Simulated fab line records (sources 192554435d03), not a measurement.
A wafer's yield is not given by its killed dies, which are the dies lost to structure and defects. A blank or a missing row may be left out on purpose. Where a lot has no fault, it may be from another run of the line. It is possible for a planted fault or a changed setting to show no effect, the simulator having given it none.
fab line records | flow n5Finfet
record: lots: 7 wafers: 39
route steps=1938 shown BEOL_M13@1659 MIM_BOT@1833 PASSIVATION@1930
startH: start of the lot's first displayed wafer, in hours after the record's first day | waitH: how many hours have passed since the lot's step before this one | " repeats the value in the row above | L1.1+2: a row that stands for several wafers | - no value, or no start was given | * or withheld: withheld | < > ~ a bound
route shown NAME@n: names a module that has steps shown in the file, with the first one's number in the route | usual: mean/standard deviation of fault-free wafers | same: alike in all rows | chamber/n: place in a boat | sites: per-site readings | _std_site: how widely they spread, as a standard deviation | _edge_site: inner sites' mean taken away from outer sites' mean | radiusMm: how far each site lies from the wafer's centre | mask NAME#n: copy n | behind: tool/chamber where the wafer was last shaped | hold: what put the lot on hold/how long, in hours/how the hold closed | device: the n, p or np transistor that did not switch | end of line: the same wafers' tests at the end of the route | step lacking rows: just its recipe | killed: the dies lost at the first sort to structure and to defects; this is not the yield of the wafer | map: a wafer's dies, x killed, . not, _ none there
set.NAME: the setting that was run; set.NAME@STEP: the one run at that earlier step | model.NAME: the simulator's own value behind a step, which no gauge read
lots whose settings were changed on purpose; a table a step, a row a wafer
== steps ==
step: N5_BEOL_M13_ILD_DEP_00
recipe: material: SiOC targetThkA: 8379.2 tempC: 350 precursor: DEMS/O2 pressureTorr: 5 rfW: 500 timeS: 166.4
columns lot.wafer tool chamber startH waitH set.targetThkA model.SiOC_of_BEOL_M13_ILD_DEP_00.thkNm
L077.1 pecvd-02 1 234.97 0.0 8379.2 828.6
L077.2 " 0 " " 8379.2 841
L077.3 " 2 " " 8379.2 834.6
L077.4 " 2 " " 8379.2 852.2
L077.5 " 0 " " 8379.2 852.4
L077.6 " 1 " " 8379.2 845.8
L078.1 pecvd-01 1 238.82 0.0 7003 707.4
L078.2 " 0 " " 8379.2 847.4
L078.3 " 2 " " 7003 707.8
L078.4 " 0 " " 7003 721
L078.5 " 2 " " 8379.2 857.4
L078.6 " 1 " " 8379.2 852.4
L083.1 pecvd-01 2 255.79 0.0 8379.2 842.4
L083.2 " 0 " " 11360 1128
L083.3 " 1 " " 8379.2 837
L083.4 " 0 " " 11360 1151
L083.5 " 2 " " 11360 1154
L083.6 " 1 " " 8379.2 845.6
L084.1 pecvd-03 0 265.00 0.0 8379.2 837.2
L084.2 " 1 " " 13040 1304
L084.3 " 2 " " 8379.2 834
L084.4 " 1 " " 8379.2 859.6
L084.5 " 2 " " 13040 1322
L084.6 " 0 " " 13040 1329
L090.1 pecvd-03 0 362.21 0.0 8379.2 838.2
L090.2 " 1 " " 10360 1038
L090.3 " 2 " " 8379.2 840
L090.4 " 2 " " 10360 1054
L090.5 " 0 " " 10360 1049
L090.6 " 1 " " 8379.2 844.4
L085.1 pecvd-01 2 367.55 0.0 8379.2 836.8
L085.2 " 1 " " 6910 690.2
L085.3 " 0 " " 8379.2 843.4
L085.4 " 2 " " 8379.2 841
L085.5 " 0 " " 6910 699.6
L085.6 " 1 " " 6910 697.6
L089.2 pecvd-03 2 379.33 0.0 8379.2 839.8
L089.3 " 1 " " 8379.2 828.4
L089.4 " 2 " " 8379.2 842.8
step: N5_BEOL_M13_THK_MEAS_01
recipe: reads: SiOC_of_BEOL_M13_ILD_DEP_00
usual: M13_ILD_THK: 843/11
columns lot.wafer tool chamber startH waitH set.targetThkA@BEOL_M13_ILD_DEP_00 M13_ILD_THK[nm]
L077.1 filmMetro-01 - 235.12 0.1 8379.2 829
L077.2 " - " " 8379.2 841
L077.3 " - " " 8379.2 834
L077.4 " - " " 8379.2 852
L077.5 " - " " 8379.2 852
L077.6 " - " " 8379.2 845
L078.1 filmMetro-02 - 238.97 0.1 7003 707
L078.2 " - " " 8379.2 848
L078.3 " - " " 7003 707
L078.4 " - " " 7003 721
L078.5 " - " " 8379.2 858
L078.6 " - " " 8379.2 853
L083.1 filmMetro-02 - 255.94 0.1 8379.2 843
L083.2 " - " " 11360 1128
L083.3 " - " " 8379.2 837
L083.4 " - " " 11360 1150
L083.5 " - " " 11360 1154
L083.6 " - " " 8379.2 846
L084.1 filmMetro-01 - 265.15 0.1 8379.2 838
L084.2 " - " " 13040 1303
L084.3 " - " " 8379.2 835
L084.4 " - " " 8379.2 860
L084.5 " - " " 13040 1322
L084.6 " - " " 13040 1329
L090.1 filmMetro-01 - 362.37 0.1 8379.2 837
L090.2 " - " " 10360 1038
L090.3 " - " " 8379.2 840
L090.4 " - " " 10360 1053
L090.5 " - " " 10360 1050
L090.6 " - " " 8379.2 845
L085.1 filmMetro-01 - 367.70 0.1 8379.2 837
L085.2 " - " " 6910 690
L085.3 " - " " 8379.2 844
L085.4 " - " " 8379.2 840
L085.5 " - " " 6910 700
L085.6 " - " " 6910 698
L089.2 filmMetro-02 - 379.48 0.1 8379.2 840
L089.3 " - " " 8379.2 829
L089.4 " - " " 8379.2 843
step: N5_BEOL_M13_COAT_58
recipe: resist: BARC tempC: 205 timeS: 60 spinRpm: 1500 resistThkNm: 89
step: N5_BEOL_M13_COAT_04
recipe: spinRpm: 1625 resistThkNm: 400
step: N5_BEOL_M13_DESCUM_15
recipe: chemistry: O2 timeS: 7.9 sourcePowerW: 50 biasPowerW: 20 pressureMtorr: 20 rfFrequencyHz: 2.712e+07 tempC: 40 o2FlowSccm: 225
step: N5_BEOL_M13_ETCH_59
recipe: chemistry: N2/H2 target: BARC targetDepthA: 890 overetchA: 267 timeS: 67.9 ionEnergyEv: 200 pressureMtorr: 30 sourceW: 840 biasW: 150 n2FlowSccm: 200 h2FlowSccm: 200
step: N5_BEOL_M13_VIA_ETCH_16
recipe: chemistry: C4F8/O2/Ar target: SiOC pressureMtorr: 30 sourceW: 3000 biasW: 700 Ar_flow_sccm: 400 C4F8_flow_sccm: 15 O2_flow_sccm: 8 heInnerTorr: 15 heOuterTorr: 30 targetDepthA: 9217 timeS: withheld ionEnergyEv: 250 ends: cleared
columns lot.wafer tool chamber startH waitH set.targetThkA@BEOL_M13_ILD_DEP_00 model.etch.depthNm model.BARC_of_BEOL_M13_COAT_58.thkNm model.coat_of_BEOL_M13_COAT_04.thkNm
L077.1 rieDiel-06 2 236.02 0.0 8379.2 828.5 88.8 72.6
L077.2 " 3 " " 8379.2 840.9 88.8 68.6
L077.3 " 0 " " 8379.2 834.5 88.8 70.4
L077.4 " 1 " " 8379.2 852.2 89 68.4
L077.5 " 0 " " 8379.2 852.5 88.8 66.4
L077.6 " 3 " " 8379.2 845.7 88.8 66.6
L078.1 rieDiel-01 0 239.57 0.0 7003 707.5 89 107
L078.2 " 3 " " 8379.2 847.5 89 67.2
L078.3 " 1 " " 7003 707.8 88.6 106.6
L078.4 " 2 " " 7003 721.1 88.6 105.6
L078.5 " 2 " " 8379.2 857.5 88.8 63.4
L078.6 " 3 " " 8379.2 852.3 88.6 65.2
L083.1 rieDiel-06 0 258.54 0.0 8379.2 842.4 89 68.2
L083.2 " 1 " " 11360 1128 77 0
L083.3 " 3 " " 8379.2 837 88.8 69.8
L083.4 " 2 " " 11360 1151 65 0
L083.5 " 0 " " 11360 1154 66.4 0
L083.6 " 3 " " 8379.2 845.5 88.8 68.8
L084.1 rieDiel-05 2 265.75 0.0 8379.2 837.3 89 73
L084.2 " 1 " " 13040 1304 21.2 0
L084.3 " 3 " " 8379.2 834.1 89 70.8
L084.4 " 0 " " 8379.2 859.7 89 63
L084.5 " 2 " " 13040 1322 15.8 0
L084.6 " 1 " " 13040 1329 12.8 0
L090.1 rieDiel-06 2 362.97 0.0 8379.2 838.2 88.6 69.6
L090.2 " 1 " " 10360 1038 88.6 15.4
L090.3 " 0 " " 8379.2 840.1 89 71
L090.4 " 3 " " 10360 1054 89 6
L090.5 " 3 " " 10360 1049 88.8 6.6
L090.6 " 2 " " 8379.2 844.4 88.8 68.6
L085.1 rieDiel-06 2 368.18 0.0 8379.2 836.9 89.4 70.4
L085.2 " 1 " " 6910 690.3 89.2 120
L085.3 " 3 " " 8379.2 843.4 89.4 68.6
L085.4 " 0 " " 8379.2 841.1 89.4 71
L085.5 " 3 " " 6910 699.6 89 110.8
L085.6 " 0 " " 6910 697.5 89.4 114.6
L089.2 rieDiel-01 0 380.08 0.0 8379.2 839.9 89.2 71
L089.3 " 1 " " 8379.2 828.4 89.4 71.4
L089.4 " 3 " " 8379.2 842.7 89.2 68.6
step: N5_BEOL_M13_STRIP_63
recipe: chemistry: N2/H2 powerW: 1000 tempC: 250 h2Frac: 0.65 overashFraction: 0.3 pressureMtorr: 1000 n2FlowSccm: 1750 h2FlowSccm: 3250
usual: oesProductAu: 0.673/0.0049 stripTimeToEndpointS: 27.6/1.1
columns lot.wafer tool chamber startH waitH set.targetThkA@BEOL_M13_ILD_DEP_00 oesProductAu stripTimeToEndpointS
L077.1 plasmaAsher-02 0 236.25 - 8379.2 0.677 28.5
L077.2 " 1 " " 8379.2 0.673 27.3
L077.3 " 1 " " 8379.2 0.674 27.7
L077.4 " 0 " " 8379.2 0.671 27.2
L077.5 " 0 " " 8379.2 0.672 26.6
L077.6 " 1 " " 8379.2 0.676 26.6
L078.1 plasmaAsher-01 1 239.80 - 7003 0.685 38.1
L078.2 " 0 " " 8379.2 0.676 26.8
L078.3 " 0 " " 7003 0.695 38.0
L078.4 " 1 " " 7003 0.692 37.7
L078.5 " 0 " " 8379.2 0.674 25.7
L078.6 " 1 " " 8379.2 0.671 26.2
L083.1 plasmaAsher-01 0 258.77 - 8379.2 0.667 27.1
L083.2 " 1 " " 11360 0.236 0.0
L083.3 " 0 " " 8379.2 0.667 27.6
L083.4 " 1 " " 11360 0.240 0.0
L083.5 " 1 " " 11360 0.235 0.0
L083.6 " 0 " " 8379.2 0.674 27.3
L084.1 plasmaAsher-01 0 265.99 - 8379.2 0.673 28.5
L084.2 " 1 " " 13040 0.234 0.0
L084.3 " 0 " " 8379.2 0.675 27.9
L084.4 " 1 " " 8379.2 0.663 25.6
L084.5 " 0 " " 13040 0.231 0.0
L084.6 " 1 " " 13040 0.225 0.0
L090.1 plasmaAsher-01 0 363.20 - 8379.2 0.676 27.5
L090.2 " 1 " " 10360 0.497 9.7
L090.3 " 1 " " 8379.2 0.663 28.0
L090.4 " 0 " " 10360 0.351 5.9
L090.5 " 1 " " 10360 0.354 6.2
L090.6 " 0 " " 8379.2 0.675 27.3
L085.1 plasmaAsher-01 1 368.42 - 8379.2 0.675 27.8
L085.2 " 0 " " 6910 0.684 41.7
L085.3 " 0 " " 8379.2 0.678 27.2
L085.4 " 1 " " 8379.2 0.671 28.0
L085.5 " 0 " " 6910 0.688 39.2
L085.6 " 1 " " 6910 0.684 40.2
L089.2 plasmaAsher-02 0 380.32 - 8379.2 0.684 27.9
L089.3 " 0 " " 8379.2 0.674 28.0
L089.4 " 1 " " 8379.2 0.671 27.2
step: N5_BEOL_M13_STRIP_64
recipe: chemistry: N2/H2 powerW: 1000 tempC: 250 h2Frac: 0.65 overashFraction: 0.3 pressureMtorr: withheld n2FlowSccm: 1750 h2FlowSccm: 3250
usual: stripTimeToEndpointS: 31.33/0.066
columns lot.wafer tool chamber startH waitH set.targetThkA@BEOL_M13_ILD_DEP_00 stripTimeToEndpointS
L077.1 plasmaAsher-02 0 236.31 0.0 8379.2 31.24
L077.2 " 1 " " 8379.2 31.30
L077.3 " 1 " " 8379.2 31.27
L077.4 " 0 " " 8379.2 31.33
L077.5 " 0 " " 8379.2 31.25
L077.6 " 1 " " 8379.2 31.23
L078.1 plasmaAsher-01 1 239.86 0.0 7003 31.32
L078.2 " 0 " " 8379.2 31.29
L078.3 " 0 " " 7003 31.18
L078.4 " 1 " " 7003 31.19
L078.5 " 0 " " 8379.2 31.23
L078.6 " 1 " " 8379.2 31.20
L083.1 plasmaAsher-01 0 258.83 0.0 8379.2 31.29
L083.2 " 1 " " 11360 29.73
L083.3 " 0 " " 8379.2 31.24
L083.4 " 1 " " 11360 26.23
L083.5 " 1 " " 11360 26.63
L083.6 " 0 " " 8379.2 31.29
L084.1 plasmaAsher-01 0 266.05 0.0 8379.2 31.32
L084.2 " 1 " " 13040 11.92
L084.3 " 0 " " 8379.2 31.31
L084.4 " 1 " " 8379.2 31.32
L084.5 " 0 " " 13040 9.90
L084.6 " 1 " " 13040 8.70
L090.1 plasmaAsher-01 0 363.26 0.0 8379.2 31.21
L090.2 " 1 " " 10360 31.18
L090.3 " 1 " " 8379.2 31.31
L090.4 " 0 " " 10360 31.30
L090.5 " 1 " " 10360 31.25
L090.6 " 0 " " 8379.2 31.24
L085.1 plasmaAsher-01 1 368.48 0.0 8379.2 31.43
L085.2 " 0 " " 6910 31.40
L085.3 " 0 " " 8379.2 31.39
L085.4 " 1 " " 8379.2 31.42
L085.5 " 0 " " 6910 31.32
L085.6 " 1 " " 6910 31.40
L089.2 plasmaAsher-02 0 380.38 0.0 8379.2 31.38
L089.3 " 0 " " 8379.2 31.41
L089.4 " 1 " " 8379.2 31.36
step: N5_MIM_BOT_SPUTTER_00
recipe: material: TiN targetThkA: 350 tempC: 200 powerW: 3000 chamberPressurePa: 0.49996 gas: Ar reactivePartialPa: 0.37997 timeS: 89.7
columns lot.wafer tool chamber startH waitH set.timeS model.TiN_of_MIM_BOT_SPUTTER_00.thkNm
L077.1+4+5 pvdSputter-01 - 248.90 0.0 89.7 34.8
L077.2 " - " " 63 25
L077.3 " - " " 63 24.6
L077.6 " - " " 63 24.4
L078.1 pvdSputter-03 - 254.85 0.0 89.7 33.6
L078.2+6 " - " " 89.7 34.2
L078.3 " - " " 89.7 33.8
L078.4+5 " - " " 89.7 34
L083.1 pvdSputter-02 - 281.11 0.0 89.7 34.8
L083.2 " - " " 132.5 51.8
L083.3 " - " " 132.5 51.4
L083.4 " - " " 132.5 51.6
L083.5+6 " - " " 89.7 35
L084.1+2 pvdSputter-02 - 281.27 0.0 89.7 34.8
L084.3+6 " - " " 43.02 16.6
L084.4 " - " " 89.7 34.6
L084.5 " - " " 43.02 16.4
L090.1+4 pvdSputter-01 - 382.70 0.0 89.7 34.4
L090.2+5 " - " " 69.49 27
L090.3 " - " " 89.7 34.6
L090.6 " - " " 69.49 26.6
L085.1+5 pvdSputter-02 - 390.48 0.0 51.65 20.6
L085.2 " - " " 89.7 35.4
L085.3 " - " " 51.65 20.4
L085.4 " - " " 89.7 35.6
L085.6 " - " " 89.7 35.2
L089.2 pvdSputter-03 - 405.57 0.0 89.7 35.2
L089.3 " - " " 89.7 34.6
L089.4 " - " " 89.7 34.8
step: N5_PASSIVATION_ETCH_54
recipe: chemistry: CHF3/O2 target: SiO2 targetDepthA: 8800 CHF3_flow_sccm: 50 O2_flow_sccm: 5 Ar_flow_sccm: 200 timeS: 440 maskMaterial: PR pressureMtorr: 30 sourceW: 650 biasW: 170 ionEnergyEv: 200
columns lot.wafer tool chamber startH waitH set.timeS model.etch.depthNm model.PASSIVATION.featureDepthNm
L077.1 rieDiel-02 3 257.99 0.1 440 869.9 869.8
L077.2 " 0 " " 440 877.2 877.2
L077.3 " 2 " " 440 924.9 925
L077.4 " 1 " " 567.2 1138 1138
L077.5 " 0 " " 567.2 1137 1137
L077.6 " 1 " " 567.2 1140 1140
L078.1 rieDiel-02 1 263.23 0.1 440 892.5 892.4
L078.2 " 3 " " 688.5 1384 1384
L078.3 " 2 " " 440 923.3 923.4
L078.4 " 0 " " 688.5 1372 1372
L078.5 " 3 " " 440 872.9 873
L078.6 " 2 " " 688.5 1444 1444
L083.1 rieDiel-04 2 292.38 0.1 440 872.4 872.4
L083.2 " 1 " " 440 895.4 895.4
L083.3 " 3 " " 440 901 901
L083.4 " 0 " " 440 890.6 890.6
L083.5 " 3 " " 440 896.2 896.2
L083.6 " 0 " " 440 891.9 891.8
L084.1 rieDiel-02 2 292.71 0.1 440 916.5 916.6
L084.2 " 0 " " 440 885.2 885.2
L084.3 " 3 " " 322.6 643.8 643.8
L084.4 " 1 " " 322.6 653.1 653.2
L084.5 " 3 " " 440 873 873
L084.6 " 0 " " 322.6 650 650
L090.1 rieDiel-03 2 393.98 0.1 278.2 541.1 541
L090.2 " 1 " " 440 857 857
L090.3 " 3 " " 440 872.4 872.4
L090.4 " 0 " " 440 896.7 896.6
L090.5 " 3 " " 278.2 550.2 550.2
L090.6 " 0 " " 278.2 562.7 562.6
L085.1 rieDiel-02 2 399.62 0.1 440 911.8 911.8
L085.2 " 1 " " 440 867.2 867.2
L085.3 " 0 " " 440 885.9 885.8
L085.4 " 3 " " 440 862.8 862.8
L085.5 " 2 " " 440 916.7 916.6
L085.6 " 3 " " 440 853.9 854
L089.2 rieDiel-02 2 418.52 0.1 440 923.8 923.8
L089.3 " 3 " " 440 859.2 859.2
L089.4 " 0 " " 440 890.6 890.6
== key ==
split: step: N5_BEOL_M13_ILD_DEP_00 setting: targetThkA stated: 8379.2 by: wafer
response: step: N5_BEOL_M13_ILD_DEP_00 reading: model.SiOC_of_BEOL_M13_ILD_DEP_00.thkNm change: +8.53 per: 1% r: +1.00
response: step: N5_BEOL_M13_THK_MEAS_01 reading: M13_ILD_THK change: +8.52 per: 1% r: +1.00
response: step: N5_BEOL_M13_VIA_ETCH_16 reading: model.etch.depthNm change: +8.53 per: 1% r: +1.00
response: step: N5_BEOL_M13_VIA_ETCH_16 reading: model.BARC_of_BEOL_M13_COAT_58.thkNm shape: bent atLowest: 89.2 atStated: 88.98 atHighest: 16.6
response: step: N5_BEOL_M13_VIA_ETCH_16 reading: model.coat_of_BEOL_M13_COAT_04.thkNm change: -1.67 per: 1% r: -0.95
response: step: N5_BEOL_M13_STRIP_63 reading: oesProductAu change: -0.00851 per: 1% r: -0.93
response: step: N5_BEOL_M13_STRIP_63 reading: stripTimeToEndpointS shape: bent atLowest: * atStated: * atHighest: *
response: step: N5_BEOL_M13_STRIP_64 reading: stripTimeToEndpointS shape: bent atLowest: * atStated: * atHighest: *
split: step: N5_MIM_BOT_SPUTTER_00 setting: timeS stated: 89.7 by: wafer
response: step: N5_MIM_BOT_SPUTTER_00 reading: model.TiN_of_MIM_BOT_SPUTTER_00.thkNm change: +0.348 per: 1% r: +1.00
split: step: N5_PASSIVATION_ETCH_54 setting: timeS stated: 440 by: wafer
response: step: N5_PASSIVATION_ETCH_54 reading: model.etch.depthNm change: +8.87 per: 1% r: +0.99
response: step: N5_PASSIVATION_ETCH_54 reading: model.PASSIVATION.featureDepthNm change: +8.87 per: 1% r: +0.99
